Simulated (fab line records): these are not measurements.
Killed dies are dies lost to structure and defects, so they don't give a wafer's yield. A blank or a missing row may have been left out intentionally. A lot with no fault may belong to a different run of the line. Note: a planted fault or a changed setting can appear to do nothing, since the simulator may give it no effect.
Split-lot study | flow n5Finfet | 21 wafers read from 7 lots, route of 1938 steps

ABOUT THE SPLIT
At N5_ZERO_LAYER_ETCH_18 (etches Si in HBr/Cl2, target depth 120 nm, time 40 s), the setting biasW was moved away from the recipe's 75 W on 8 of the 21 wafers read, by -16.1% to +16.5%. The other wafers ran this setting at the recipe's value.

The reading comes from the split's own step.

THE READING
ZERO_LAYER.featureDepthNm (the simulator's own value, which no gauge read), in nm, at N5_ZERO_LAYER_ETCH_18 (etches Si in HBr/Cl2, target depth 120 nm, time 40 s). No usual value for it is given in the file. Across the 13 wafers here that went through the recipe, the average is 119.0 nm and the standard deviation 1.7 nm.

wafer  | tool, chamber at the split | biasW as run, W | against the recipe | ZERO_LAYER.featureDepthNm, nm | against lot-mates on the recipe
L083.2 | rieSi-01, 1                | 84.41           | +12.5%             | 124.6                         | +6.0
L083.3 | rieSi-01, 0                | 75              | recipe             | 118.2                         | -
L083.4 | rieSi-01, 2                | 75              | recipe             | 119                           | -
L086.2 | rieSi-03, 2                | 75              | recipe             | 119                           | -
L086.3 | rieSi-03, 0                | 75              | recipe             | 117.1                         | -
L086.6 | rieSi-03, 0                | 75              | recipe             | 115.8                         | -
L088.2 | rieSi-01, 1                | 75              | recipe             | 120.7                         | -
L088.3 | rieSi-01, 2                | 75              | recipe             | 119.5                         | -
L088.6 | rieSi-01, 2                | 68.06           | -9.3%              | 116.4                         | -3.7
L090.4 | rieSi-03, 0                | 62.89           | -16.1%             | 112.3                         | -7.8
L090.5 | rieSi-03, 3                | 62.89           | -16.1%             | 113.8                         | -6.3
L090.6 | rieSi-03, 2                | 75              | recipe             | 120.1                         | -
L092.2 | rieSi-01, 1                | 75              | recipe             | 121.8                         | -
L092.3 | rieSi-01, 3                | 75              | recipe             | 120.6                         | -
L092.5 | rieSi-01, 1                | 69.92           | -6.8%              | 119.5                         | -1.7
L094.1 | rieSi-03, 2                | 65.94           | -12.1%             | 117.7                         | -2.3
L094.2 | rieSi-03, 3                | 75              | recipe             | 120                           | -
L094.3 | rieSi-03, 1                | 65.94           | -12.1%             | 117.1                         | -2.9
L096.3 | rieSi-02, 0                | 75              | recipe             | 116.8                         | -
L096.4 | rieSi-02, 1                | 87.4            | +16.5%             | 125                           | +7.4
L096.5 | rieSi-02, 3                | 75              | recipe             | 118.4                         | -

FIT RESULTS
A straight line over all 21 wafers: ZERO_LAYER.featureDepthNm changes by +0.318 nm for each +1% of biasW; r = +0.84; the points scatter about the line by 1.7 nm.
The same after taking each lot's own level away (the mean of its wafers on the recipe; 21 wafers): +0.397 nm for each +1%; r = +0.95; scatter 1.1 nm.
On that fit, the largest move of biasW shifts the reading by 6.6 nm.
Across the lots, their own levels run from 117.30 to 121.20 nm, a range of 2.4 times the standard deviation given above.
Hence the slope depends on the lot-to-lot level, as the two fits are not the same.
Check: +6.59 nm against its lot-mates is what the line predicts for one of the wafers moved furthest among these (+16.5%) when that wafer is left out of the fit. Against them it came out at +7.4 nm.

THE WHOLE CHAIN: every reading that the file lists as answering this split, in the file's order
step                  | what it does                                         | reading                                                                    | change (the file's fit)               | r (the file's)
N5_ZERO_LAYER_ETCH_18 | etches Si in HBr/Cl2, target depth 120 nm, time 40 s | etch.depthNm (the simulator's own value, which no gauge read)              | +0.401 nm for each +1% of the setting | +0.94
N5_ZERO_LAYER_ETCH_18 | etches Si in HBr/Cl2, target depth 120 nm, time 40 s | ZERO_LAYER.featureDepthNm (the simulator's own value, which no gauge read) | +0.401 nm for each +1% of the setting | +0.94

THE FILE'S OWN FIT
ZERO_LAYER.featureDepthNm changes by +0.401 nm for each +1% of biasW, r = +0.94.
